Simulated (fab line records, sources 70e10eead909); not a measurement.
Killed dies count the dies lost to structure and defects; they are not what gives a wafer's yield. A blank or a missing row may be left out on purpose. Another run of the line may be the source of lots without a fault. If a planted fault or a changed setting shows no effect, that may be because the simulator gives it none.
Code-filled problem report in 8D (eight disciplines) form || flow nand harc || the parts of the form that need people (team, actions taken, sign-off) are left out

1. WHAT IS WRONG
Wafers without a fault read 1.002 a.u., standard deviation 0.013; oes product au at NHARC_A_CHANNEL_HOLE_D1_ETCH_38 reads a mean of 0.852 a.u. on 9 wafers belonging to 3 lots. Relative to the usual mean, that is a shift of -12 standard deviations.
The step: etches the open film in CF4, target depth 39 nm, time 65 s.
First observed at day 12 20:52: wafer L375.1, on rie diel-11. The record has a number at this step for 33 wafers belonging to 11 lots. Rule for "out", or "out of limits": more than 4 standard deviations from the usual mean. The rest of the wafers with a number are treated as sound.

2. WHAT IT IS, AND WHAT IT ISN'T
{"question": "which readings at this step", "is": "oes product au", "is not": "bias w, drypump motor current A, rf vpp V, showerhead plenum p Torr, throttle valve pct"}
{"question": "which lots", "is": "L375, L376, L377", "is not": "L367, L369, L383, L384, L385, L386, L387, L388"}
{"question": "which wafers of those lots", "is": "all that have a number", "is not": "-"}
{"question": "read on which tools", "is": "rie diel-11", "is not": "rie diel-04"}
{"question": "when", "is": "from day 12 20:52", "is not": "up to then (6 sound wafers); but 18 sound wafers of L383, L384, L385, L386, L387, L388 came after"}

3. WHAT RULES OUT EACH SUSPECT
Counting: any tool at a process step up to the reading is kept as a suspect provided that every lot that is out went through it and no sound lot did after the first of them.
- rie diel-11 at NHARC_A_CHANNEL_HOLE_D1_ETCH_38 (etches the open film in CF4, target depth 39 nm, time 65 s): ruled out as a lasting fault. After its first lot that is out, L375 (day 12 20:52), sound lots L384, L383, L385, L387, L388 ran on it.
Left after counting: nothing in the record.

4. THE CAUSE (what the simulator had put in)
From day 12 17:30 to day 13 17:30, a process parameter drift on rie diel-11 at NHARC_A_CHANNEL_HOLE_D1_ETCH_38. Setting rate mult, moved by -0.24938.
Counting ruled it out, wrongly.

5. THE CHAIN OF EFFECTS, in route order
One row per reading whose mean, taken over the struck wafers that have a number, lies over 3 standard deviations from the usual. Only readings whose record carries a usual standard deviation are examined. hours: median over the lots of the time between each lot's start at the first step of this table that gives one and its start at this step. sigmas: the change, counted in usual standard deviations.
{"hours": 0, "step": "NHARC_A_CHANNEL_HOLE_D1_ETCH_38", "reading": "oes product au", "usual": "1.002 a.u.", "on struck wafers": 0.852, "change": -0.150, "sigmas": -12}
Here are the process steps it includes:
- NHARC_A_CHANNEL_HOLE_D1_ETCH_38: etches the open film in CF4, target depth 39 nm, time 65 s.
At these later measuring or inspecting steps, every struck wafer for which the step has a row has a number for every such reading, and none has moved that far: NHARC_A_CHANNEL_HOLE_D1_CD_MEAS_18, NHARC_END_SORT_01.

6. HOW IT WOULD HAVE BEEN CAUGHT EARLIER
The fault began at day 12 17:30; the first out-of-limits reading in this record came at day 12 20:52, 3 hours later.
